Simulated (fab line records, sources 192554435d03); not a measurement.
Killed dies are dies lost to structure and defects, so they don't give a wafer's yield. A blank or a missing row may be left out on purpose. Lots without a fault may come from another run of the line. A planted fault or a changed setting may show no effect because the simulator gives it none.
fab line records | flow n5_finfet
record lots=12 wafers=28 last_day=19
route steps=1938 shown BEOL_M0_SAQP@634 BEOL_M4@1111 BEOL_M14@1764 BEOL_M15@1787 PASSIVATION@1936
lots that met no fault: from a run of the same line without faults
start_h: hours from the record's first day to the start of the lot's first wafer shown | wait_h: hours since the lot's step before | " the same as in the row above | L1.1+2: a row that stands for several wafers | - no value, or no start given | * or withheld: withheld | < > ~ a bound
route shown NAME@n: a module of which the file shows steps, and the number in the route of the first | usual: mean/standard deviation of fault-free wafers | same: alike in all rows | chamber/n: place in a boat | sites: the reading at each site | _std_site: their standard deviation | _edge_site: outer sites' mean less inner sites' | radius_mm: how far each site lies from the wafer's centre | mask NAME#n: copy n | behind: the tool/chamber that last shaped the wafer | hold: why the lot was held/for how many hours/how that ended | device: the transistor (n, p or np) that didn't switch | end of line: the same wafers' tests at the end of the route | a step without rows: its recipe alone | killed: dies lost to structure and defects at the first sort, not the wafer's yield | map: a wafer's dies, x killed, . not, _ none there
set.NAME: the setting as run; set.NAME@STEP: as run at that earlier step | model.NAME: the simulator's own value behind a step, which no gauge read
steps of the route over a sample of lots; a table a step, a row a wafer
services: from which hour (start_h, from the record's first day; less than 0 if before it) a tool's chamber was out of use, for how many hours, and why
## steps
# step N5_BEOL_M0_SAQP_HM_DEP_02
# recipe material=TiN target_thk_a=120 temp_c=25 chamber_pressure_pa=0.49996
# usual substrate_temp_c=25.00/0.12 throttle_valve_pct=29.8/1.3
# columns lot.wafer tool chamber start_h wait_h substrate_temp_c throttle_valve_pct
L638.2 pvd_sputter-02 - 105.87 0.0 25.00 31.4
L638.3 " - " " 24.89 28.8
L638.5 " - " " 24.95 31.3
L639.3 pvd_sputter-02 - 110.26 0.0 24.91 31.3
L639.4 " - " " 25.05 29.0
L641.1 pvd_sputter-02 - 134.58 1.5 24.66 28.7
L641.5 " - " " 24.92 31.3
L642.3 pvd_sputter-01 - 138.29 2.2 25.06 28.7
L642.6 " - " " 25.03 32.7
L644.4 pvd_sputter-02 - 148.65 2.0 24.98 30.9
L644.5 " - " " 24.99 28.6
L646.2 pvd_sputter-02 - 156.34 2.1 24.89 30.5
L646.5 " - " " 25.13 31.5
L647.2 pvd_sputter-02 - 160.19 0.0 25.15 31.2
L647.5 " - " " 25.09 31.4
L657.1 pvd_sputter-03 - 224.68 0.1 25.20 29.6
L657.3 " - " " 25.15 27.8
L658.1 pvd_sputter-01 - 230.83 2.3 24.71 30.9
L658.2 " - " " 24.99 30.7
L658.5 " - " " 24.80 30.8
L659.1 pvd_sputter-02 - 235.00 0.8 25.12 28.6
L659.5 " - " " 24.94 31.3
L659.6 " - " " 25.05 30.2
L660.3 pvd_sputter-02 - 242.60 0.7 25.05 30.2
L660.5 " - " " 24.73 31.3
L660.6 " - " " 25.03 31.2
L661.1 pvd_sputter-01 - 245.50 0.4 25.05 30.4
L661.4 " - " " 24.87 30.9
# step N5_BEOL_M4_RC_MEAS_101
# usual DIBL_N=36.4/2.2 DIBL_P=36.3/2.5 IOFF_N=0.17/0.052 IOFF_P=0.23/0.049 ION_N=674/17 ION_P=464/11 SS_N=71.7/0.98 SS_P=73.3/0.84 VT_N=250/4 VT_P=-249/3.8
# columns lot.wafer tool chamber start_h wait_h DIBL_N[mV/V] DIBL_P[mV/V] IOFF_N[nA/um] IOFF_P[nA/um] ION_N[uA/um] ION_P[uA/um] SS_N[mV/dec] SS_P[mV/dec] VT_N[mV] VT_P[mV]
L638.2 prober-02 0 175.89 0.2 36.9 38.2 0.18 0.25 708 483 71.2 73.4 246 -246
L638.3 " 0 " " 40.0 41.8 0.23 0.32 704 487 72.4 75.1 245 -243
L638.5 " 0 " " 38.3 40.1 0.19 0.30 682 472 72.0 75.2 246 -245
L639.3 prober-01 0 186.41 0.3 36.5 36.3 0.15 0.22 686 466 71.0 72.7 247 -249
L639.4 " 0 " " 34.8 33.8 0.11 0.18 627 440 71.2 73.0 259 -257
L641.1 prober-02 0 228.12 0.0 37.2 36.4 0.19 0.25 657 448 73.0 74.4 248 -247
L641.5 " 0 " " 38.7 39.8 0.22 0.33 654 455 72.3 75.3 247 -245
L642.3 prober-01 0 233.47 0.3 35.7 36.6 0.16 0.28 683 483 71.7 73.1 250 -239
L642.6 " 0 " " 39.7 41.8 0.26 0.42 714 495 71.7 74.6 241 -238
L647.2 prober-01 0 242.88 0.2 36.0 35.0 0.16 0.24 667 465 70.9 72.9 248 -247
L647.5 " 0 " " 35.1 33.7 0.13 0.20 650 453 71.6 72.8 251 -249
L644.4 prober-02 0 249.44 0.5 35.8 33.9 0.17 0.17 673 454 72.2 72.9 248 -252
L644.5 " 0 " " 41.5 39.7 0.30 0.27 687 457 73.7 74.7 246 -248
L646.2 prober-01 0 259.32 0.2 34.4 35.8 0.15 0.20 683 464 72.2 73.1 248 -250
L646.5 " 0 " " 34.4 36.2 0.14 0.22 651 454 71.8 73.4 253 -252
L657.1 prober-02 0 317.45 0.0 36.8 36.9 0.18 0.24 689 468 71.7 72.9 245 -248
L657.3 " 0 " " 38.1 38.4 0.19 0.25 679 463 72.0 73.9 246 -245
L658.1 prober-01 0 326.37 0.0 33.2 33.6 0.11 0.17 667 459 70.6 71.8 252 -249
L658.2 " 0 " " 37.1 37.4 0.18 0.23 695 472 72.1 72.9 244 -244
L658.5 " 0 " " 35.7 35.1 0.15 0.18 659 451 70.6 72.5 251 -252
L659.1 prober-02 0 331.96 0.0 35.2 34.1 0.15 0.20 683 464 71.3 72.3 249 -251
L659.5 " 0 " " 35.0 34.6 0.14 0.20 675 466 71.2 72.1 251 -250
L659.6 " 0 " " 36.6 36.3 0.17 0.23 689 470 72.5 73.7 249 -249
L660.3 prober-01 0 348.84 0.3 35.3 35.1 0.15 0.21 679 470 71.6 73.5 252 -248
L660.5 " 0 " " 37.2 37.3 0.19 0.24 687 470 71.8 73.9 247 -249
L660.6 " 0 " " 32.0 30.7 0.11 0.16 676 470 69.8 72.2 255 -253
L661.1 prober-01 0 349.46 0.7 33.5 34.5 0.12 0.19 652 459 71.2 72.9 255 -249
L661.4 " 0 " " 34.1 34.9 0.14 0.20 674 470 70.4 71.8 248 -249
# step N5_BEOL_M14_SPUTTER_45
# recipe material=Cu target_thk_a=1000 temp_c=-20 bias_v=60 power_w=26000 chamber_pressure_pa=0.13 time_s=16.67
# usual substrate_temp_c=-20.01/0.11 throttle_valve_pct=30.1/1.3
# same time_s=16.67
# columns lot.wafer tool chamber start_h wait_h substrate_temp_c throttle_valve_pct
L638.2 pvd_sputter-02 - 267.31 0.0 -20.03 28.6
L638.3 " - " " -19.98 31.4
L638.5 " - " " -19.94 31.2
L639.3 pvd_sputter-02 - 267.91 0.0 -19.96 30.1
L639.4 " - " " -20.12 28.8
L642.3 pvd_sputter-02 - 312.32 0.0 -20.14 28.9
L642.6 " - " " -20.06 31.6
L641.1 pvd_sputter-03 - 314.10 0.0 -20.28 29.0
L641.5 " - " " -20.08 27.9
L647.2 pvd_sputter-03 - 323.04 0.0 -20.10 27.8
L647.5 " - " " -19.90 29.2
L644.4 pvd_sputter-02 - 331.36 0.0 -19.79 31.4
L644.5 " - " " -19.98 31.3
L646.2 pvd_sputter-01 - 348.57 0.0 -19.80 31.0
L646.5 " - " " -19.96 28.3
L657.1 pvd_sputter-02 - 396.88 0.0 -20.06 28.5
L657.3 " - " " -19.95 31.5
L658.1 pvd_sputter-02 - 407.14 0.0 -20.23 31.3
L658.2 " - " " -19.94 30.2
L658.5 " - " " -20.15 30.1
L659.1 pvd_sputter-02 - 417.06 0.0 -20.08 31.7
L659.5 " - " " -20.09 31.1
L659.6 " - " " -19.95 28.8
L660.3 pvd_sputter-02 - 432.64 0.0 -20.05 30.3
L660.5 " - " " -19.92 30.0
L660.6 " - " " -19.85 28.8
L661.1 pvd_sputter-03 - 433.09 0.0 -20.06 29.5
L661.4 " - " " -20.03 28.7
# step N5_BEOL_M14_INSPECT_55
# recipe inspect_instrument=darkfield mode=post_dep
# usual raw_defect_count=79/28
# columns lot.wafer tool chamber start_h wait_h raw_defect_count
L638.2 defect_inspect-01 - 268.36 0.0 33
L638.3 " - " " 71
L638.5 " - " " 80
L639.3 defect_inspect-02 - 269.03 0.0 86
L639.4 " - " " 127
L642.3 defect_inspect-01 - 313.38 0.0 58
L642.6 " - " " 30
L641.1 defect_inspect-01 - 315.16 0.0 33
L641.5 " - " " 49
L647.2 defect_inspect-02 - 324.10 0.0 61
L647.5 " - " " 95
L644.4 defect_inspect-01 - 332.46 0.0 44
L644.5 " - " " 45
L646.2 defect_inspect-01 - 349.98 0.0 133
L646.5 " - " " 132
L657.1 defect_inspect-01 - 397.93 0.0 91
L657.3 " - " " 97
L658.1 defect_inspect-01 - 408.20 0.0 94
L658.2 " - " " 80
L658.5 " - " " 61
L659.1 defect_inspect-01 - 418.11 0.0 73
L659.5 " - " " 76
L659.6 " - " " 62
L660.3 defect_inspect-02 - 433.91 0.0 74
L660.5 " - " " 67
L660.6 " - " " 99
L661.1 defect_inspect-02 - 434.14 0.0 153
L661.4 " - " " 88
# step N5_BEOL_M15_ETCH_59
# recipe chemistry=N2/H2 target=BARC target_depth_a=890 overetch_a=267 time_s=67.9 ion_energy_ev=200 pressure_mtorr=30 source_w=840 bias_w=150 n2_flow_sccm=200 h2_flow_sccm=200
# usual bias_w=150.0/0.44 drypump_motor_current_A=5.78/0.26 oes_product_au=0.67/0.066 rf_vpp_V=523.5/2.8 showerhead_plenum_p_Torr=2.53/0.093 throttle_valve_pct=17.8/0.3
# same time_s=67.9
# columns lot.wafer tool chamber start_h wait_h bias_w drypump_motor_current_A oes_product_au rf_hours_counter_h rf_vpp_V showerhead_plenum_p_Torr throttle_valve_pct
L638.2 rie_diel-06 2 269.20 0.0 149.8 6.00 0.63 146 521.2 2.46 18.3
L638.3 " 1 " " 150.1 6.28 0.61 233 518.7 2.42 17.8
L638.5 " 0 " " 149.6 5.92 0.63 - 525.6 2.63 18.0
L639.3 rie_diel-01 3 270.03 0.0 150.9 5.85 0.76 26 526.0 2.56 17.3
L639.4 " 0 " " 150.4 5.66 0.69 95 522.8 2.46 17.4
L642.3 rie_diel-01 2 314.09 0.0 150.0 5.67 0.59 248 525.7 2.62 18.3
L642.6 " 3 " " 150.2 5.86 0.75 - 525.1 2.56 17.3
L641.1 rie_diel-05 1 315.98 0.0 149.4 5.19 0.60 211 521.1 2.39 18.0
L641.5 " 3 " " 149.5 5.77 0.67 - 521.4 2.46 17.6
L647.2 rie_diel-06 1 325.15 0.0 150.0 6.30 0.60 246 520.0 2.41 17.8
L647.5 " 0 " " 149.8 5.92 0.61 - 527.2 2.62 18.0
L644.4 rie_diel-06 1 333.22 0.0 149.9 6.31 0.61 248 520.3 2.41 17.8
L644.5 " 2 " " 150.1 6.05 0.61 - 520.2 2.46 18.3
L646.2 rie_diel-05 3 350.69 0.0 150.5 5.75 0.67 135 521.0 2.45 17.6
L646.5 " 0 " " 149.9 5.77 0.60 - 523.0 2.49 18.0
L657.1 rie_diel-06 3 398.77 0.0 150.5 5.41 0.66 114 529.0 2.67 18.0
L657.3 " 2 " " 150.1 6.02 0.60 185 520.1 2.45 18.3
L658.1 rie_diel-05 3 408.91 0.0 149.9 5.77 0.65 154 520.2 2.44 17.7
L658.2 " 2 " " 150.3 5.65 0.76 37 522.8 2.48 17.8
L658.5 " 2 " " 149.9 5.68 0.76 - 522.5 2.48 17.9
L659.1 rie_diel-01 2 418.95 0.0 150.0 5.68 0.75 25 525.7 2.61 17.9
L659.5 " 3 " " 149.8 5.85 0.70 - 525.0 2.54 17.4
L659.6 " 2 " " 149.6 5.67 0.76 - 526.2 2.61 17.9
L660.3 rie_diel-06 0 434.64 0.0 150.0 5.90 0.60 220 526.1 2.61 18.1
L660.5 " 0 " " 149.7 5.89 0.59 - 525.4 2.61 18.1
L660.6 " 1 " " 149.8 6.30 0.78 - 527.8 2.72 17.3
L661.1 rie_diel-05 2 434.98 0.0 149.2 5.67 0.76 48 520.9 2.48 17.9
L661.4 " 0 " " 150.0 5.78 0.81 - 521.8 2.49 17.7
# step N5_PASSIVATION_PROBE_49
# usual defect_limited_yield=91.2/1.4 killed_at_M0_to_M3=34/9.3 killed_at_M4_up=14/5.9 killed_at_contacts=14/5.7 killed_at_front_end=38/10 killed_at_other=4/3.2 killed_dies=104/17 killed_open=67/13 killed_short=33/6.9 sort_bin_5_function=5.2/1 sort_bin_6_memory=3.3/0.61 sort_bin_8_speed=0.3/1.8 sort_n_pass=1069/52 sort_yield_pct=91/4.4
# same gross_dies=1180 killed_at_back_side=0 sort_bin_4_leakage[%]=0
# columns lot.wafer tool chamber start_h wait_h defect_limited_yield[%] killed_at_M0_to_M3 killed_at_M4_up killed_at_contacts killed_at_front_end killed_at_other killed_dies killed_open killed_short sort_bin_5_function[%] sort_bin_6_memory[%] sort_bin_8_speed[%] sort_n_pass sort_yield_pct[%]
L647.2 prober-01 - 350.44 1.0 89.6 38 23 14 45 3 123 85 34 6.9 3.5 0 1057 90
L647.5 prober-01 - 350.59 1.1 49.2 529 10 22 37 1 599 71 34 47.5 3.0 0 581 49
L644.4 prober-02 - 354.94 0.2 91.6 35 9 13 35 7 99 64 28 5.0 3.2 0 1081 92
L644.5 prober-02 - 354.99 0.2 47.2 543 19 11 45 5 623 72 24 48.8 3.7 0 554 47
L646.2 prober-01 - 372.00 0.1 91.4 35 8 5 50 4 102 65 34 4.7 3.7 0 1078 91
L646.5 prober-01 - 372.15 0.2 49.9 521 10 7 51 2 591 62 40 45.7 4.0 0 589 50
# killed by level:class
L647.2 BEOL_M0_SAQP:geometric_particle:open=15 BEOL_M4:geometric_particle:open=14 MOL_CONTACT_COAG:geometric_particle:open=12 STI_FIN_REVEAL:geometric_particle:open=10 BEOL_M0_SAQP:geometric_particle:short=8 BEOL_M2:geometric_particle:open=7 FIN_SAQP:geometric_particle:short=6 FIN_SAQP:geometric_particle:open=6
L647.5 BEOL_M0_SAQP:area_dep=489 MOL_CONTACT_COAG:geometric_particle:open=19 BEOL_M0_SAQP:geometric_particle:short=15 STI_FIN_REVEAL:geometric_particle:open=12 BEOL_M4:geometric_particle:open=10 BEOL_M0_SAQP:geometric_particle:open=8 FIN_SAQP:geometric_particle:short=6 STARTING-WAFER:geometric_particle:open=5
L644.4 MOL_CONTACT_COAG:geometric_particle:open=12 STI_FIN_REVEAL:geometric_particle:open=9 FIN_SAQP:geometric_particle:open=7 BEOL_M1:geometric_particle:open=7 FIN_SAQP:geometric_particle:short=6 BEOL_M3:geometric_particle:short=5 BEOL_M3:geometric_particle:open=4 BEOL_M0_SAQP:geometric_particle:open=3
L644.5 BEOL_M0_SAQP:area_dep=520 MOL_CONTACT_COAG:geometric_particle:open=11 STI_FIN_REVEAL:geometric_particle:open=9 FIN_SAQP:geometric_particle:open=8 BEOL_M1:geometric_particle:open=8 BEOL_M2:geometric_particle:open=7 FIN_SAQP:geometric_particle:short=6 STI_FIN_REVEAL:geometric_particle:short=4
L646.2 FIN_SAQP:geometric_particle:open=18 BEOL_M2:geometric_particle:open=11 FIN_SAQP:geometric_particle:short=7 DUMMY_GATE:geometric_particle:open=7 BEOL_M0_SAQP:geometric_particle:open=5 BEOL_M1:geometric_particle:open=5 BEOL_M0_SAQP:geometric_particle:short=4 GATE_CUT:geometric_particle:short=4
L646.5 BEOL_M0_SAQP:area_dep=484 BEOL_M0_SAQP:geometric_particle:open=12 FIN_SAQP:geometric_particle:short=10 FIN_SAQP:geometric_particle:open=9 DUMMY_GATE:geometric_particle:open=8 BEOL_M3:geometric_particle:open=6 STI_FIN_REVEAL:geometric_particle:open=5 GATE_CUT:geometric_particle:short=5
## services
# columns tool chamber start_h hours kind
rie_diel-05 2 86.52 6.5 repair
pvd_sputter-03 - 94.96 13.8 repair
rie_diel-06 - 132.24 0.2 repair
rie_diel-01 2 137.63 13.2 repair
rie_diel-06 - 142.13 0.4 repair
rie_diel-01 3 145.39 3.7 repair
pvd_sputter-01 - 155.00 1.1 repair
pvd_sputter-01 - 161.50 48.4 repair
rie_diel-05 3 162.96 6.1 repair
rie_diel-05 2 176.92 13.9 repair
rie_diel-06 0 177.68 4.9 repair
rie_diel-06 - 185.73 0.7 repair
rie_diel-01 3 191.61 6.5 repair
rie_diel-01 1 226.27 14.9 repair
rie_diel-01 3 231.16 2.1 repair
rie_diel-01 1 243.55 4.0 repair
rie_diel-05 2 283.64 2.9 repair
rie_diel-05 2 290.80 7.5 repair
rie_diel-06 1 338.94 - clean
rie_diel-06 1 338.94 - consumable_replace:focus_ring
rie_diel-06 1 338.94 - consumable_replace:showerhead
rie_diel-05 2 344.91 8.1 repair
rie_diel-01 1 352.91 9.1 repair
rie_diel-01 0 360.33 9.2 repair
## key
first_sign step=N5_PASSIVATION_PROBE_49 reading=killed_at_M0_to_M3 direction=up sigmas=53 usual=34 struck=531
effect step=N5_PASSIVATION_PROBE_49 reading=sort_bin_5_function direction=up sigmas=40 usual=5.2 struck=47.3
more_kills_born_at N5_BEOL_M0_SAQP_HM_DEP_02@pvd_sputter-02=1493
met_at N5_BEOL_M0_SAQP_HM_DEP_02
struck_lots L644,L646,L647
struck_wafers L644.5,L646.5,L647.5
not_acting_at N5_BEOL_M14_SPUTTER_45,N5_BEOL_M14_INSPECT_55,N5_BEOL_M15_ETCH_59
onset_between 134.58 148.65
fault kind=process_parameter_drift tool=pvd_sputter-02 chamber=- onset_h=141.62 steps=N5_BEOL_M0_SAQP_HM_DEP_02 channel=target_thk_a offset=* shape=step end_h=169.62 scope=struck_wafers_only acts_in=* stated=*
